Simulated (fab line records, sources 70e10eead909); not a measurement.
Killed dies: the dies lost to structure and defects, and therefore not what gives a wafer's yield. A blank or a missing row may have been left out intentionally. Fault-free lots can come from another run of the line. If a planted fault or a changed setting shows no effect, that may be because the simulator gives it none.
Matching of chambers ; flow nandHarc ; rieDiel-08 running NHARC_P_STI_ETCH_42: 4 sister chambers
The step etches the open film in N2/H2, target depth 80 nm, overetch 24 nm, time 61 s. 8 wafers are shown with their chamber, then 7 later ones without.

## EACH WAFER AND ITS CHAMBER
wafer;chamber;drypumpMotorCurrentA (A);rfVppV (V)
L080.5;3;6.2;431.9
L084.1;0;5.5;432.6
L084.6;1;5.9;431.9
L092.2;2;5.3;432.5
L092.5;3;6.2;432.3
L092.6;0;5.5;433.9
L094.2;1;5.8;431.1
L094.3;2;5.3;432.9

## WAFERS WITHOUT THEIR CHAMBER
wafer;drypumpMotorCurrentA (A);rfVppV (V)
L094.4;5.5;435.1
L095.1;5.8;433.2
L095.2;5.3;432.0
L095.6;5.5;436.9
L096.4;6.2;431.6
L096.5;5.3;431.2
L096.6;5.5;433.8

## THE CHAMBER EACH PASSED THROUGH
wafer;from the rows above;in truth
L094.4;0;0
L095.1;1;1
L095.2;2;2
L095.6;0;0
L096.4;3;3
L096.5;2;2
L096.6;0;0
Correctly placed: 7 of 7. Can't be placed from these rows: 0. Number placed wrongly: 0.
How it was worked out, from the rows above alone: a wafer's distance from a chamber is the root of the sum, over the readings, of the square of ((its reading less the chamber's mean) divided by the reading's scatter). If the next closest chamber is less than 2 further off than the closest, the wafer can't be placed; otherwise it belongs to the closest. For every chamber, the mean is computed from those of its wafers that are shown. The scatter: take each reading less its chamber's mean, square it, sum over the shown wafers, divide by the number of wafers less the number of chambers, and take the root.
